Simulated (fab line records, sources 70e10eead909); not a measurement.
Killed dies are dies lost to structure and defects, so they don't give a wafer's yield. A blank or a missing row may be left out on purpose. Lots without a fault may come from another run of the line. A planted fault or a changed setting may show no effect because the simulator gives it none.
Which tool did it? | flow nand_harc | 7 lots, 21 wafers sampled, at 3 steps of a route of 1302

WHAT THE GAUGES READ, wafer by wafer
NHARC_A_ONON_D2_THK_MEAS_11: measures by ellipsometry.
lot  | measured     | on            | thk_nm (nm)
L191 | day 13 07:14 | film_metro-02 | 994 995 995
L195 | day 14 09:16 | film_metro-02 | 975 976 977
L196 | day 14 23:48 | film_metro-01 | 997 993 994
L199 | day 16 10:10 | film_metro-02 | 996 995 995
L206 | day 19 08:29 | film_metro-02 | 1021 1022 1524
L211 | day 21 05:38 | film_metro-01 | 1001 999 1000
L213 | day 22 02:55 | film_metro-02 | 989 991 992

WHICH TOOL RAN EACH LOT (tool, then ch and the chambers of the sampled wafers, then the start)
lot  | NHARC_A_CHANNEL_FILL_D1_CMP_10 | NHARC_A_ONON_D2_DEP_09
L191 | cmp-03 ch 1,2,3, day 11 18:26  | pecvd_onon-02 ch 0, day 13 06:44
L195 | cmp-03 ch 0,3, day 12 15:37    | pecvd_onon-02 ch 0, day 14 08:45
L196 | cmp-02 ch 0,2,3, day 13 04:13  | pecvd_onon-03 ch 0, day 14 23:21
L199 | cmp-03 ch 1,2,3, day 14 16:10  | pecvd_onon-01 ch 0, day 16 09:40
L206 | cmp-02 ch 2,3, day 17 15:54    | pecvd_onon-03 ch 0, day 19 08:05
L211 | cmp-01 ch 0,1,2, day 19 16:32  | pecvd_onon-02 ch 0, day 21 05:07
L213 | cmp-03 ch 0,1,2, day 20 10:58  | pecvd_onon-02 ch 0, day 22 02:35
- NHARC_A_CHANNEL_FILL_D1_CMP_10: polishes, target thk 150 nm.
- NHARC_A_ONON_D2_DEP_09: target thk 1000 nm.

THE ANSWER, worked out from the rows above alone
Rule: what is usual is taken from the lots themselves. Put in order of their means at a reading, lots are off if they are a third of the lots or fewer, leave a main group of 4 or more, and stand apart from it by a gap of 3 or more times the standard deviation of the main group's means; of several such gaps the widest counts. A main group whose means are all the same, to the digits that the tables above print for the reading, isn't used. A lot without any number at a reading at which 4 lots or more have one is off too. The other lots that the step has rows for count as sound.
Off: L206, at NHARC_A_ONON_D2_THK_MEAS_11 (thk_nm). The main group: mean 992 nm, standard deviation 7.6.
A tool fits if, at a process step before that reading, it ran every lot that is off, and no sound lot after the first of them. The gauges at NHARC_A_ONON_D2_THK_MEAS_11 are tried like those tools. Can't be told from this: 2 tools fit, cmp-02 at NHARC_A_CHANNEL_FILL_D1_CMP_10, pecvd_onon-03 at NHARC_A_ONON_D2_DEP_09.

WHAT THE SIMULATOR HAD PUT IN
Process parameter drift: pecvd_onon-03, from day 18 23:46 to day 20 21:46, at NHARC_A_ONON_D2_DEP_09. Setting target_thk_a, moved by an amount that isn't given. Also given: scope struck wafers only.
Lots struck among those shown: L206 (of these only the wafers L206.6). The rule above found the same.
